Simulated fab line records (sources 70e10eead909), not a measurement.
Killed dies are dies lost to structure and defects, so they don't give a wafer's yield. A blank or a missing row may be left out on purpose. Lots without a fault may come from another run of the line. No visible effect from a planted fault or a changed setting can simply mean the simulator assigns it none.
Commonality check across tools | flow nand-harc | Sample size 12 lots and 34 wafers

## WHY IT WAS OPENED
At NHARC_A_BONDPAD_THK_MEAS_20 the reading thk-nm is flagged on 3 of 12 lots. Fault-free wafers read 169.3 nm, with a standard deviation of 1.6.
Rule: a lot is flagged when every wafer of it that has a number lies more than 4 standard deviations from that mean, or none has a number. The other lots count as sound.

lot  | measured     | on            | thk-nm (nm), wafer by wafer | flag
L311 | day 24 14:53 | film-metro-02 | 168.9 169.5 168.0           |
L312 | day 26 00:37 | film-metro-02 | 167.6 168.9 168.1           |
L314 | day 26 03:34 | film-metro-02 | 169.3 169.2 165.8           |
L316 | day 26 23:00 | film-metro-01 | 168.0 169.1 172.3           |
L318 | day 27 12:50 | film-metro-01 | 30.3 31.2 31.8              | FLAGGED
L317 | day 27 17:28 | film-metro-02 | 30.9                        | FLAGGED
L319 | day 28 01:14 | film-metro-02 | 30.4 29.4 28.4              | FLAGGED
L321 | day 28 14:53 | film-metro-02 | 170.0 172.4 169.6           |
L322 | day 29 11:29 | film-metro-01 | 169.5 167.7 170.1           |
L324 | day 30 20:50 | film-metro-01 | 170.9 171.6 167.3           |
L327 | day 31 10:25 | film-metro-01 | 169.2 168.8 168.8           |
L328 | day 32 06:01 | film-metro-02 | 167.6 172.4 172.1           |
On average the flagged lots' numbers are 30.3 nm, which is -139.0 nm against the usual, or -87 standard deviations.

## TOOL THAT RAN EACH LOT
Before the reading, the record contains 4 process steps out of a 1302-step route. Each cell gives the tool, then ch followed by the chambers the sampled wafers passed through, then the start.
lot  | flag    | NHARC_A_BONDPAD_ETCH_12                       | NHARC_A_BONDPAD_ETCH_24                       | NHARC_A_BONDPAD_PRE_CLEAN_26            | NHARC_A_BONDPAD_ECD_18
L311 |         | rie-diel-10 ch 0,1,3, day 24 13:50 or earlier | rie-diel-12 ch 1,2,3, day 24 13:50 or earlier | pvd-sputter-01, day 24 13:50 or earlier | ecd-cu-02 ch 0,1, day 24 13:50
L312 |         | rie-diel-09 ch 1,2,3, day 25 23:35 or earlier | rie-diel-12 ch 0,1,3, day 25 23:35 or earlier | pvd-sputter-02, day 25 23:35 or earlier | ecd-cu-01 ch 0,1, day 25 23:35
L314 |         | rie-diel-12 ch 0,1,2, day 26 01:46 or earlier | rie-diel-12 ch 0,1,2, day 26 01:46            | pvd-sputter-02, day 26 02:36 or earlier | ecd-cu-01 ch 0,1, day 26 02:36
L316 |         | rie-diel-10 ch 0,1,3, day 26 22:00 or earlier | rie-diel-10 ch 1,3, day 26 22:00 or earlier   | pvd-sputter-01, day 26 22:00 or earlier | ecd-cu-01 ch 0,1, day 26 22:00
L318 | FLAGGED | rie-diel-10 ch 0,2,3, day 27 11:50 or earlier | rie-diel-12 ch 0,1, day 27 11:50 or earlier   | pvd-sputter-02, day 27 11:50 or earlier | ecd-cu-01 ch 0,1, day 27 11:50
L317 | FLAGGED | rie-diel-09 ch 1, day 27 16:34 or earlier     | rie-diel-12 ch 3, day 27 16:34 or earlier     | pvd-sputter-01, day 27 16:34 or earlier | ecd-cu-02 ch 0, day 27 16:34
L319 | FLAGGED | rie-diel-10 ch 1,2, day 28 00:11 or earlier   | rie-diel-12 ch 0,1,3, day 28 00:11 or earlier | pvd-sputter-01, day 28 00:11 or earlier | ecd-cu-01 ch 0, day 28 00:11
L321 |         | rie-diel-10 ch 0,3, day 28 13:53 or earlier   | rie-diel-09 ch 0,1,3, day 28 13:53 or earlier | pvd-sputter-01, day 28 13:53 or earlier | ecd-cu-02 ch 0,1, day 28 13:53
L322 |         | rie-diel-10 ch 0,1,2, day 29 10:29 or earlier | rie-diel-10 ch 0,1,2, day 29 10:29 or earlier | pvd-sputter-03, day 29 10:29 or earlier | ecd-cu-01 ch 0,1, day 29 10:29
L324 |         | rie-diel-12 ch 1,2,3, day 30 19:50 or earlier | rie-diel-12 ch 0,2,3, day 30 19:50 or earlier | pvd-sputter-01, day 30 19:50 or earlier | ecd-cu-01 ch 0,1, day 30 19:50
L327 |         | rie-diel-12 ch 0,1,2, day 31 09:25 or earlier | rie-diel-10 ch 1,2, day 31 09:25 or earlier   | pvd-sputter-02, day 31 09:25 or earlier | ecd-cu-02 ch 0, day 31 09:25
L328 |         | rie-diel-10 ch 1,2, day 32 05:01 or earlier   | rie-diel-10 ch 0,1,2, day 32 05:01 or earlier | pvd-sputter-01, day 32 05:01 or earlier | ecd-cu-02 ch 0,1, day 32 05:01
What these steps do:
- NHARC_A_BONDPAD_ETCH_12: etches the open film in CHF3/O2, target depth 220 nm, time 110 s.
- NHARC_A_BONDPAD_ETCH_24: etches the open film in CF4/N2, target depth 30 nm, time 72.99 s.
- NHARC_A_BONDPAD_PRE_CLEAN_26: time 30 s.
- NHARC_A_BONDPAD_ECD_18: material Cu, target thk 400 nm.
- NHARC_A_BONDPAD_THK_MEAS_20: measures by xrf.

## FLAGGED AGAINST TOTAL, ONE TOOL AT A TIME (gauges that did the reading follow at the end)
step                         | tool           | lots run | flagged | share of the flagged lots | sound lots run after its first flagged lot
NHARC_A_BONDPAD_ETCH_12      | rie-diel-09    | 2        | 1       | some                      | 0
NHARC_A_BONDPAD_ETCH_12      | rie-diel-10    | 7        | 2       | some                      | 3 (L321,L322,L328)
NHARC_A_BONDPAD_ETCH_12      | rie-diel-12    | 3        | 0       | none                      | -
NHARC_A_BONDPAD_ETCH_24      | rie-diel-09    | 1        | 0       | none                      | -
NHARC_A_BONDPAD_ETCH_24      | rie-diel-10    | 4        | 0       | none                      | -
NHARC_A_BONDPAD_ETCH_24      | rie-diel-12    | 7        | 3       | all                       | 1 (L324)
NHARC_A_BONDPAD_PRE_CLEAN_26 | pvd-sputter-01 | 7        | 2       | some                      | 3 (L321,L324,L328)
NHARC_A_BONDPAD_PRE_CLEAN_26 | pvd-sputter-02 | 4        | 1       | some                      | 1 (L327)
NHARC_A_BONDPAD_PRE_CLEAN_26 | pvd-sputter-03 | 1        | 0       | none                      | -
NHARC_A_BONDPAD_ECD_18       | ecd-cu-01      | 7        | 2       | some                      | 2 (L322,L324)
NHARC_A_BONDPAD_ECD_18       | ecd-cu-02      | 5        | 1       | some                      | 3 (L321,L327,L328)
NHARC_A_BONDPAD_THK_MEAS_20  | film-metro-01  | 5        | 1       | some                      | 3 (L322,L324,L327)
NHARC_A_BONDPAD_THK_MEAS_20  | film-metro-02  | 7        | 2       | some                      | 2 (L321,L328)
Because NHARC_A_BONDPAD_ETCH_12 lacks a start for some lots, the hours and order of its lots are taken from NHARC_A_BONDPAD_ECD_18. Because NHARC_A_BONDPAD_ETCH_24 lacks a start for some lots, the hours and order of its lots are taken from NHARC_A_BONDPAD_ECD_18. Because NHARC_A_BONDPAD_PRE_CLEAN_26 lacks a start for some lots, the hours and order of its lots are taken from NHARC_A_BONDPAD_ECD_18.

## WHAT THE TABLE PERMITS
Rows of the table that ran each flagged lot: 1, that is rie-diel-12 at NHARC_A_BONDPAD_ETCH_24.
- rie-diel-12 at NHARC_A_BONDPAD_ETCH_24: 3 of its 7 lots flagged. Sound lots ran on it after the first flagged one (L324), which a lasting fault on the whole tool wouldn't allow.
Every row of the table either missed a flagged lot or ran a sound lot after the first.

## WHAT WAS PUT IN BY THE SIMULATOR
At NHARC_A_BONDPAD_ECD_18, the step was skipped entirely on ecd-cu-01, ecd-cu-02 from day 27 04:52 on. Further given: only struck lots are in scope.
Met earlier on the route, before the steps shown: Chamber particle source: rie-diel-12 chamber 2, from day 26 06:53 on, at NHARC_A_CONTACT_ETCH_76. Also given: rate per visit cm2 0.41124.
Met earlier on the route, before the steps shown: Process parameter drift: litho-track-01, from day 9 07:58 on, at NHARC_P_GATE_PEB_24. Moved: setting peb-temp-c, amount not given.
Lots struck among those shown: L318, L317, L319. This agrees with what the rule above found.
